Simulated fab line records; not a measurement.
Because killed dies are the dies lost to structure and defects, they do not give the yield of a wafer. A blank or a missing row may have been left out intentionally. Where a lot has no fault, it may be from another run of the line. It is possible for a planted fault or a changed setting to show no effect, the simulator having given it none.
8D (eight disciplines) problem report, filled in by code    flow n5Finfet    the parts of the form that need people (team, actions taken, sign-off) are left out

## 1. PROBLEM STATEMENT
Wafers without a fault read 42.46, standard deviation 0.057; exposureDoseMJCm2 at N5_BEOL_M8_EXPOSE_25 reads a mean of 41.68 on 9 wafers belonging to 3 lots. Measured from the usual mean, that is -14 standard deviations.
The step: exposes mask V7, target cd 40 nm.
Seen first at day 10 17:17 on euvScanner-01, wafer L198.1. The record holds 15 wafers of 5 lots with a number at this step. The rule behind "out" and "out of limits": a value lying over 4 standard deviations away from the usual mean. The rest of the wafers with a number are treated as sound.

## 2. WHAT IT IS AND WHAT IT IS NOT
question                     is                      is not
which readings at this step  exposureDoseMJCm2       stageMsdNm
which lots                   L198, L199, L200        L196, L211
which wafers of those lots   all that have a number  -
read on which tools          euvScanner-01           euvScanner-02
when                         from day 10 17:17       up to then (3 sound wafers); but 3 sound wafers of L211 came after

## 3. WHAT RULES OUT EACH SUSPECT
Counting: any tool at a process step up to the reading is kept as a suspect provided that every lot that is out went through it and no sound lot did after the first of them.
- euvScanner-01 at N5_BEOL_M8_EXPOSE_25 (exposes mask V7, target cd 40 nm): kept. It processed each lot that is out, first L198 at day 10 17:17, and no sound lot thereafter; up to then, the last sound lot it processed was L196 at day 10 11:31. Its own readings are out on those wafers: exposureDoseMJCm2.
Left after counting: euvScanner-01 at N5_BEOL_M8_EXPOSE_25.

## 4. THE CAUSE (what the simulator had put in)
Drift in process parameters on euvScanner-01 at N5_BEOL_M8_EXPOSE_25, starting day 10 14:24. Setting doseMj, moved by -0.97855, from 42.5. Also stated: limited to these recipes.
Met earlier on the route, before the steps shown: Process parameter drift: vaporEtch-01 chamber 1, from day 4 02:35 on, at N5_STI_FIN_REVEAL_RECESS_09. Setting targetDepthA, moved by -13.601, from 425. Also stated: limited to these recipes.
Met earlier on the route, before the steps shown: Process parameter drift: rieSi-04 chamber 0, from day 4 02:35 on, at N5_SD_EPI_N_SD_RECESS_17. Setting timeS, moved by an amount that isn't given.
This tool alone remained once counting was done.

## 5. THE EFFECT CHAIN, in route order
One row per reading whose mean, taken over the struck wafers that have a number, lies over 3 standard deviations from the usual. Only readings for which the record gives a usual standard deviation are gone through. hours: the time from each lot's start at the first step in this table that gives one to its start at this step, as a median over the lots. sigmas: the change in usual standard deviations.
hours  step                     reading            usual   on struck wafers  change  sigmas
0      N5_BEOL_M8_EXPOSE_25     exposureDoseMJCm2  42.46   41.68             -0.78   -14
68     N5_PASSIVATION_PROBE_49  sort_bin_8_speed   0.00 %  0.11              +0.11   +7.1
Its process steps:
- N5_BEOL_M8_EXPOSE_25: exposes mask V7, target cd 40 nm.
- N5_PASSIVATION_PROBE_49

## 6. WHAT WOULD HAVE CAUGHT IT SOONER
First out-of-limits reading in this record: day 10 17:17, which is 3 hours after fault onset at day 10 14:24.
